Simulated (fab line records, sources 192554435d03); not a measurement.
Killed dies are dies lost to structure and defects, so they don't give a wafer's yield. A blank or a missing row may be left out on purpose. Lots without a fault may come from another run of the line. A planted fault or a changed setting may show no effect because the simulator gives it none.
Problem report in the 8D (eight disciplines) form, filled by code | flow n5_finfet | the parts of the form that need people (team, actions taken, sign-off) are left out

1. THE PROBLEM
oes_product_au at N5_BEOL_M4_ETCHBACK_99 reads a mean of 0.28 a.u. on 6 wafers of 2 lots; wafers without a fault read 0.81 a.u. with a standard deviation of 0.099. That is -5.4 standard deviations from the usual mean.
The step: etches SiO2 in CHF3, target depth 5 nm, time 10.4 s.
First seen on wafer L814.2, day 9 11:38, on rie_diel-03. The record holds 23 wafers of 8 lots with a number at this step. Rule for "out", or "out of limits": more than 4 standard deviations from the usual mean. The other wafers with a number count as sound.

2. WHAT IT IS AND WHAT IT IS NOT
question                    | is                     | is not
which readings at this step | oes_product_au         | drypump_motor_current_A, rf_vpp_V, showerhead_plenum_p_Torr, throttle_valve_pct
which lots                  | L814, L817             | L811, L813, L827, L828, L829, L830
which wafers of those lots  | all that have a number | -
read on which tools         | rie_diel-03            | rie_diel-04, rie_diel-05
when                        | from day 9 11:38       | up to then (6 sound wafers); but 11 sound wafers of L827, L828, L829, L830 came after

3. SUSPECTS, AND WHAT RULES EACH OUT
Counting: a tool at a process step up to the reading stays a suspect if it ran every lot that is out and no sound lot after the first of them.
- rie_diel-05 at N5_BEOL_M4_ETCH_63 (etches SiARC in CF4, target depth 15.6 nm, time 26 s): ruled out as a lasting fault. Sound lots L828, L829 ran on it after its first lot that is out, L814 (day 9 08:16).
- rie_diel-05 at N5_BEOL_M4_ETCH_77 (etches underlayer in N2/H2, target depth 6.5 nm, time 5.2 s): ruled out as a lasting fault. Sound lots L828, L829, L830 ran on it after its first lot that is out, L814 (day 9 09:15).
- rie_diel-05 at N5_BEOL_M4_ETCH_69 (etches SiARC in CF4, target depth 15.6 nm, time 26 s): ruled out as a lasting fault. Sound lots L828, L829, L830 ran on it after its first lot that is out, L814 (day 9 09:16).
- rie_diel-03 at N5_BEOL_M4_ETCHBACK_99 (etches SiO2 in CHF3, target depth 5 nm, time 10.4 s): kept. It ran every lot that is out, first L814 (day 9 11:38), and no sound lot after that; its last sound lot up to then is L813 (day 8 21:33). Its own readings are out on those wafers: oes_product_au.
Left after counting: rie_diel-03 at N5_BEOL_M4_ETCHBACK_99.

4. THE CAUSE (what the simulator had put in)
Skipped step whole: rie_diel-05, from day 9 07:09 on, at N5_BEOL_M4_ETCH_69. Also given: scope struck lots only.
Counting ruled it out, wrongly.

5. THE CHAIN OF EFFECTS, in route order
Each row: a reading whose mean over the struck wafers that have a number lies more than 3 standard deviations from the usual. Only readings for which the record gives a usual standard deviation are gone through. hours: the time from each lot's start at the first step in this table that gives one to its start at this step, as a median over the lots. sigmas: the change in usual standard deviations.
hours | step                    | reading              | usual     | on struck wafers | change | sigmas
0     | N5_BEOL_M4_ETCHBACK_99  | oes_product_au       | 0.81 a.u. | 0.28             | -0.53  | -5.4
108   | N5_PASSIVATION_PROBE_49 | defect_limited_yield | 91.7 %    | 0.0              | -91.7  | -66
108   | N5_PASSIVATION_PROBE_49 | killed_at_M4_up      | 14        | 1091             | +1077  | +99 or more
108   | N5_PASSIVATION_PROBE_49 | killed_dies          | 98        | 1180             | +1082  | +64
108   | N5_PASSIVATION_PROBE_49 | killed_on_rim        | 13        | 152              | +139   | +33
108   | N5_PASSIVATION_PROBE_49 | sort_bin_5_function  | 4.8 %     | 96.5             | +91.7  | +99 or more
108   | N5_PASSIVATION_PROBE_49 | sort_n_pass          | 1073      | 0                | -1073  | -26
108   | N5_PASSIVATION_PROBE_49 | sort_yield_pct       | 91 %      | 0                | -91    | -26
The process steps in it:
- N5_BEOL_M4_ETCHBACK_99: etches SiO2 in CHF3, target depth 5 nm, time 10.4 s.
- N5_PASSIVATION_PROBE_49
Readings that are blank on the struck wafers while sound wafers have them: bias_w at N5_BEOL_M4_ETCH_69; cf4_flow_sccm at N5_BEOL_M4_ETCH_69; drypump_motor_current_A at N5_BEOL_M4_ETCH_69; etch_rf_on_time_s at N5_BEOL_M4_ETCH_69; oes_product_au at N5_BEOL_M4_ETCH_69; rf_vpp_V at N5_BEOL_M4_ETCH_69; showerhead_plenum_p_Torr at N5_BEOL_M4_ETCH_69; throttle_valve_pct at N5_BEOL_M4_ETCH_69.

6. WHAT WOULD HAVE CAUGHT IT SOONER
In this record the first reading out of limits was taken at day 9 11:38, 4 hours after the fault began at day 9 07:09.
At N5_BEOL_M4_ETCH_69 the tool's readings are blank on the struck wafers, where sound wafers have them: an empty tool record is the first sign, and it was there at once.
